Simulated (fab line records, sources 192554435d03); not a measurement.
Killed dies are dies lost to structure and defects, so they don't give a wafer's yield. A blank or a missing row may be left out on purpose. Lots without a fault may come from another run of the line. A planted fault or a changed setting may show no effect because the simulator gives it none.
fab line records | flow n5_finfet
record lots=5 wafers=14 last_day=18
route steps=1938 shown MOL_CONTACT_COAG@535 BEOL_M4@1111
lots that met no fault: from a run of the same line without faults
start_h: hours from the record's first day to the start of the lot's first wafer shown | wait_h: hours since the lot's step before | " the same as in the row above | L1.1+2: a row that stands for several wafers | - no value, or no start given | * or withheld: withheld | < > ~ a bound
route shown NAME@n: a module of which the file shows steps, and the number in the route of the first | usual: mean/standard deviation of fault-free wafers | same: alike in all rows | chamber/n: place in a boat | sites: the reading at each site | _std_site: their standard deviation | _edge_site: outer sites' mean less inner sites' | radius_mm: how far each site lies from the wafer's centre | mask NAME#n: copy n | behind: the tool/chamber that last shaped the wafer | hold: why the lot was held/for how many hours/how that ended | device: the transistor (n, p or np) that didn't switch | end of line: the same wafers' tests at the end of the route | a step without rows: its recipe alone | killed: dies lost to structure and defects at the first sort, not the wafer's yield | map: a wafer's dies, x killed, . not, _ none there
set.NAME: the setting as run; set.NAME@STEP: as run at that earlier step | model.NAME: the simulator's own value behind a step, which no gauge read
lots at some steps of the route; a table a step, a row a wafer
services: from which hour (start_h, from the record's first day; less than 0 if before it) a tool's chamber was out of use, for how many hours, and why
## steps
# step N5_MOL_CONTACT_COAG_CONTACT_ETCH_14
# recipe chemistry=C4F6/O2 target=SiO2 target_depth_a=275 overetch_a=85 mask_material=SOC pressure_mtorr=30 source_w=370 bias_w=185 Ar_flow_sccm=300 C4F6_flow_sccm=16 O2_flow_sccm=10 time_s=20 ion_energy_ev=259.6
# usual drypump_motor_current_A=5.6/0.51 oes_o_777_au=0.81/0.075 oes_product_au=0.69/0.064 rf_vpp_V=693/3.4 showerhead_plenum_p_Torr=2.89/0.1 throttle_valve_pct=21.25/0.24
# columns lot.wafer tool chamber start_h wait_h drypump_motor_current_A oes_o_777_au oes_product_au rf_hours_counter_h rf_vpp_V showerhead_plenum_p_Torr throttle_valve_pct
L225.1 rie_diel-04 3 105.49 0.0 5.8 0.73 0.61 165 693 2.90 21.21
L225.5 " 2 " " 6.8 0.69 0.60 - 691 2.87 21.73
L225.6 " 3 " " 5.8 0.73 0.62 - 692 2.90 21.22
L229.2 rie_diel-04 3 128.20 0.0 5.8 0.72 0.61 172 693 2.90 21.24
L229.3 " 1 " " 5.8 0.78 0.66 161 687 2.75 20.87
L229.5 " 0 " " 5.0 0.85 0.72 - 691 2.82 21.38
L240.4 rie_diel-06 2 199.55 0.0 5.4 0.71 0.59 248 695 2.94 21.45
L240.5 " 0 " " 5.3 0.90 0.77 - 695 2.91 21.09
L243.1 rie_diel-06 0 214.72 0.0 5.3 0.88 0.76 27 696 2.91 21.10
L243.3 " 3 " " 5.0 0.92 0.77 35 698 3.07 21.56
L243.6 " 0 " " 5.3 0.89 0.77 - 695 2.91 21.09
L245.2 rie_diel-06 3 225.51 0.0 5.0 0.90 0.77 41 697 3.07 21.59
L245.5 " 1 " " 5.9 0.88 0.75 - 697 3.05 21.24
L245.6 " 3 " " 5.0 0.91 0.77 - 698 3.07 21.58
# step N5_MOL_CONTACT_COAG_STRIP_109
# recipe chemistry=C4F6/O2 resist=SiARC rf_frequency_hz=6e+07
# step N5_MOL_CONTACT_COAG_ETCH_15
# recipe chemistry=CH3F/O2 target=SiNx target_depth_a=70 mask_material=SOC stop_on=Si:P over_etch_frac=0.75 ion_energy_ev=120 pressure_mtorr=30 source_w=395 bias_w=73 Ar_flow_sccm=150 CH3F_flow_sccm=30 O2_flow_sccm=20
# usual drypump_motor_current_A=5.6/0.51 oes_o_777_au=0.81/0.077 oes_product_au=0.59/0.055 rf_vpp_V=297/4.6 showerhead_plenum_p_Torr=2.01/0.074 throttle_valve_pct=16.29/0.21
# columns lot.wafer tool chamber start_h wait_h drypump_motor_current_A oes_o_777_au oes_product_au rf_hours_counter_h rf_vpp_V showerhead_plenum_p_Torr throttle_valve_pct
L225.1 rie_diel-04 3 105.53 0.0 5.8 0.75 0.53 165 292 2.01 16.27
L225.5 " 2 " " 6.8 0.68 0.51 - 298 1.99 16.79
L225.6 " 3 " " 5.8 0.74 0.53 - 291 2.01 16.27
L229.2 rie_diel-04 3 128.23 0.0 5.8 0.74 0.52 172 292 2.01 16.27
L229.3 " 1 " " 5.7 0.79 0.56 161 294 1.91 16.00
L229.5 " 0 " " 5.0 0.85 0.61 - 290 1.96 16.40
L240.4 rie_diel-06 2 199.58 0.0 5.4 0.71 0.50 248 298 2.05 16.57
L240.5 " 0 " " 5.3 0.90 0.66 - 298 2.03 16.14
L243.1 rie_diel-06 0 214.76 0.0 5.3 0.89 0.66 27 297 2.03 16.15
L243.3 " 3 " " 5.0 0.92 0.66 35 303 2.14 16.53
L243.6 " 0 " " 5.3 0.90 0.66 - 295 2.03 16.13
L245.2 rie_diel-06 3 225.54 0.0 5.0 0.91 0.66 41 301 2.14 16.53
L245.5 " 1 " " 5.9 0.89 0.64 - 302 2.12 16.19
L245.6 " 3 " " 4.9 0.92 0.66 - 302 2.14 16.53
# step N5_MOL_CONTACT_COAG_ETCH_110
# recipe chemistry=CF4/O2 target=Si target_depth_a=25 time_s=8 pressure_mtorr=100 source_w=200 bias_w=12 ion_energy_ev=60 Ar_flow_sccm=100 cf4_flow_sccm=100 O2_flow_sccm=10
# step N5_MOL_CONTACT_COAG_STRIP_98
# recipe chemistry=N2/H2 power_w=500 temp_c=40 pressure_mtorr=50 rf_frequency_hz=6e+07 overash_fraction=0.3 bias_power_w=8 h2_frac=0.5 n2_flow_sccm=300 h2_flow_sccm=300
# step N5_MOL_CONTACT_COAG_CD_MEAS_99
# recipe target_cd_nm=17.2 polarity=opening
# usual cd_nm=17.3/0.39
# columns lot.wafer tool chamber start_h wait_h cd_nm
L225.1 cd_sem-01 - 105.70 - 17.4
L225.5 " - " " 17.4
L225.6 " - " " 17.0
L229.2 cd_sem-01 - 128.41 - 17.5
L229.3 " - " " 17.6
L229.5 " - " " 16.8
L240.4 cd_sem-02 - 199.77 - 17.1
L240.5 " - " " 17.8
L243.1 cd_sem-02 - 214.94 - 17.6
L243.3 " - " " 17.9
L243.6 " - " " 17.2
L245.2 cd_sem-01 - 225.72 - 17.7
L245.5 " - " " 17.8
L245.6 " - " " 17.7
# step N5_MOL_CONTACT_COAG_IMPLANT_129
# recipe species=Ge energy_kev=3 dose_cm2=6e+14 tilt_deg=0 rotation_deg=0
# step N5_MOL_CONTACT_COAG_PRECLEAN_111
# recipe chemistry=NF3:NH3 afs_cycles=1 temp_c=30 time_s=20 sublimation_temp_c=180 sublimation_time_s=60 pressure_torr=3 rf_power_w=30
# step N5_MOL_CONTACT_COAG_TI_SIL_19
# recipe material=Ti target_thk_a=42 temp_c=200 chamber_pressure_pa=5 power_w=5000 time_s=15
# usual chamber_pressure_pa=5.000/0.0097 susceptor_temp_C=199.99/0.15 throttle_valve_pct=29.8/1.1
# columns lot.wafer tool chamber start_h wait_h chamber_pressure_pa susceptor_temp_C throttle_valve_pct
L225.1 pvd_sputter-03 - 106.20 0.2 5.006 199.99 30.4
L225.5 " - " " 4.989 200.15 28.1
L225.6 " - " " 5.007 199.87 30.3
L229.2 pvd_sputter-03 - 130.25 0.2 5.001 200.05 30.1
L229.3 " - " " 4.994 199.95 28.3
L229.5 " - " " 5.011 199.95 30.4
L240.4 pvd_sputter-01 - 201.62 0.3 5.017 200.09 31.7
L240.5 " - " " 5.008 200.20 31.3
L243.1 pvd_sputter-01 - 215.39 0.2 5.008 199.98 30.6
L243.3 " - " " 4.981 199.99 31.5
L243.6 " - " " 4.986 200.02 31.7
L245.2 pvd_sputter-02 - 227.12 0.6 5.005 200.12 28.4
L245.5 " - " " 5.001 199.95 30.3
L245.6 " - " " 5.016 199.90 28.0
# step N5_MOL_CONTACT_COAG_ALD_20
# recipe material=TiN target_thk_a=15 temp_c=400 ald_precursor_family=TiCl4 ald_co_reactant=NH3 pulse_time_s=1 purge_time_s=3 co_reactant_purge_time_s=2 co_reactant_pulse_time_s=2 ald_cycles=68 pressure_torr=3
# usual heater_power_w=815/130 precursor_pulse_height_rel=1.000/0.019 susceptor_temp_C=400.00/0.21
# same pulse_time_s=1
# columns lot.wafer tool chamber start_h wait_h heater_power_w precursor_pulse_height_rel susceptor_temp_C
L225.1 ald_metal-02 3 106.32 0.1 926 1.015 400.09
L225.5 " 0 " " 769 1.028 399.95
L225.6 " 1 " " 623 1.027 400.05
L229.2 ald_metal-02 1 130.37 0.1 638 1.001 399.82
L229.3 " 3 " " 931 0.987 400.08
L229.5 " 0 " " 760 1.010 400.24
L240.4 ald_metal-02 3 201.76 0.1 934 1.013 400.00
L240.5 " 2 " " 709 1.008 400.29
L243.1 ald_metal-01 0 215.51 0.1 928 0.988 399.60
L243.3 " 1 " " 1058 0.987 399.82
L243.6 " 0 " " 921 0.992 399.82
L245.2 ald_metal-03 0 227.24 0.1 798 0.957 400.03
L245.5 " 0 " " 806 1.009 400.32
L245.6 " 3 " " 1023 1.002 400.15
# step N5_MOL_CONTACT_COAG_SIL_ANNEAL_21
# recipe temp_c=550 time_s=60 ambient=N2
# step N5_MOL_CONTACT_COAG_PRE_CLEAN_141
# recipe gas=H2/He time_s=60 temp_c=300
# step N5_MOL_CONTACT_COAG_SPUTTER_143
# recipe material=Co target_thk_a=25 temp_c=25 chamber_pressure_pa=0.2
# usual chamber_pressure_pa=0.2000/0.00039 susceptor_temp_C=25.01/0.11 throttle_valve_pct=29.9/1.1
# columns lot.wafer tool chamber start_h wait_h chamber_pressure_pa susceptor_temp_C throttle_valve_pct model.Co_of_MOL_CONTACT_COAG_SPUTTER_143.thk_nm
L225.1 pvd_sputter-01 - 107.10 0.0 0.1994 24.93 30.3 2.4
L225.5 " - " " 0.2005 25.03 31.7 2.4
L225.6 " - " " 0.2004 25.07 30.5 2.4
L229.2 pvd_sputter-03 - 131.27 0.0 0.2010 24.88 29.7 2.6
L229.3 " - " " 0.2002 24.99 28.1 2.4
L229.5 " - " " 0.2001 24.95 30.0 2.2
L240.4 pvd_sputter-01 - 203.18 0.0 0.1998 24.93 31.6 2.4
L240.5 " - " " 0.2000 24.93 31.9 4.2
L243.1 pvd_sputter-02 - 216.70 0.0 0.2001 25.11 30.2 2.6
L243.3 " - " " 0.2002 24.97 28.5 2.4
L243.6 " - " " 0.2007 24.89 28.4 2.6
L245.2 pvd_sputter-03 - 228.39 0.0 0.2005 24.91 30.2 2.6
L245.5 " - " " 0.1995 25.12 29.1 2.8
L245.6 " - " " 0.1997 25.15 28.7 2.6
# step N5_MOL_CONTACT_COAG_CO_FILL_22
# recipe material=Co target_thk_a=200 temp_c=200 precursor=CCTBA/H2 pressure_torr=30
# usual heater_power_w=248/23 susceptor_temp_C=200.00/0.17
# columns lot.wafer tool chamber start_h wait_h heater_power_w susceptor_temp_C
L225.1 cvd_co-01 0 107.36 0.2 269 200.02
L225.5 " 0 " " 267 200.04
L225.6 " 2 " " 228 200.26
L229.2 cvd_co-02 2 131.39 0.1 234 200.40
L229.3 " 2 " " 232 200.28
L229.5 " 0 " " 256 199.83
L240.4 cvd_co-02 0 203.60 0.4 246 199.98
L240.5 " 2 " " 229 200.08
L243.1 cvd_co-02 2 216.86 0.1 230 199.86
L243.3 " 0 " " 255 200.37
L243.6 " 0 " " 257 199.86
L245.2 cvd_co-01 2 228.51 0.1 224 200.02
L245.5 " 0 " " 266 200.00
L245.6 " 2 " " 224 199.96
# step N5_BEOL_M4_RC_MEAS_101
# usual DIBL_N=36.0/2.2 DIBL_P=36.2/2.4 IOFF_N=0.16/0.035 IOFF_P=0.21/0.037 ION_N=672/13 ION_P=461/7 SS_N=71.4/0.69 SS_P=73.2/0.75 VT_N=250/3.4 VT_P=-251/3
# columns lot.wafer tool chamber start_h wait_h DIBL_N[mV/V] DIBL_P[mV/V] IOFF_N[nA/um] IOFF_P[nA/um] ION_N[uA/um] ION_P[uA/um] SS_N[mV/dec] SS_P[mV/dec] VT_N[mV] VT_P[mV]
L225.1 prober-01 0 207.81 0.1 36.6 36.3 0.14 0.21 674 464 71.2 72.9 252 -248
L225.5 " 0 " " 34.6 33.4 0.10 0.17 655 461 70.7 71.9 259 -250
L225.6 " 0 " " 36.5 36.1 0.13 0.21 671 468 71.8 72.7 252 -248
L229.2 prober-02 0 235.85 0.2 37.9 39.0 0.19 0.27 677 463 71.8 74.1 246 -249
L229.3 " 0 " " 34.0 33.4 0.13 0.17 679 462 69.7 72.4 249 -250
L229.5 " 0 " " 38.6 39.8 0.23 0.29 692 477 71.1 74.2 241 -245
L240.4 prober-01 0 305.07 0.5 38.7 38.7 0.21 0.26 688 470 71.4 74.3 244 -249
L240.5 " 0 " " 36.1 36.4 0.15 0.22 680 468 70.7 73.1 249 -249
L243.1 prober-02 0 333.77 0.0 37.3 34.7 0.16 0.23 680 469 71.4 72.3 247 -246
L243.3 " 0 " " 38.3 36.8 0.18 0.26 691 480 71.2 74.1 248 -245
L243.6 " 0 " " 37.3 34.7 0.16 0.22 675 466 71.4 72.6 250 -246
L245.2 prober-01 0 341.25 0.2 38.0 36.8 0.19 0.22 691 470 71.4 73.7 244 -248
L245.5 " 0 " " 38.4 37.7 0.18 0.24 679 466 71.6 73.9 247 -250
L245.6 " 0 " " 39.5 40.4 0.24 0.29 702 484 72.3 74.4 245 -247
## services
# columns tool chamber start_h hours kind
pvd_sputter-02 - 86.68 1.2 repair
rie_diel-06 0 112.78 - clean
rie_diel-06 0 112.78 - consumable_replace:focus_ring
rie_diel-06 0 112.78 17.8 scheduled_down
rie_diel-06 0 112.78 17.8 vent_cycle
cvd_co-02 1 114.67 - clean
cvd_co-02 1 114.67 22.0 scheduled_down
cvd_co-02 1 114.67 22.0 vent_cycle
cvd_co-01 1 129.59 16.6 repair
pvd_sputter-02 - 139.65 3.9 repair
ald_metal-03 - 141.03 0.8 repair
rie_diel-04 2 142.43 9.2 repair
pvd_sputter-03 - 144.16 23.3 repair
cvd_co-02 0 151.94 5.1 repair
rie_diel-04 3 166.11 2.1 repair
pvd_sputter-02 - 183.42 2.3 repair
ald_metal-02 1 190.80 1.8 repair
rie_diel-06 - 202.66 1.0 repair
ald_metal-02 1 203.50 41.4 repair
rie_diel-06 2 215.81 - clean
rie_diel-06 2 215.81 - consumable_replace:focus_ring
rie_diel-06 2 215.81 15.1 scheduled_down
rie_diel-06 2 215.81 15.1 vent_cycle
ald_metal-03 - 220.47 0.9 repair
## key
first_sign none at tools or gauges
model_effect step=N5_MOL_CONTACT_COAG_SPUTTER_143 value=Co_of_MOL_CONTACT_COAG_SPUTTER_143.thk_nm without=2.4 struck=4.2
met_at N5_MOL_CONTACT_COAG_SPUTTER_143
struck_wafers L240.5
onset_between 107.10 203.18
fault kind=process_parameter_drift tool=pvd_sputter-01 chamber=- onset_h=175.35 steps=N5_MOL_CONTACT_COAG_SPUTTER_143 channel=target_thk_a offset=* shape=step end_h=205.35 scope=struck_wafers_only acts_in=* stated=*
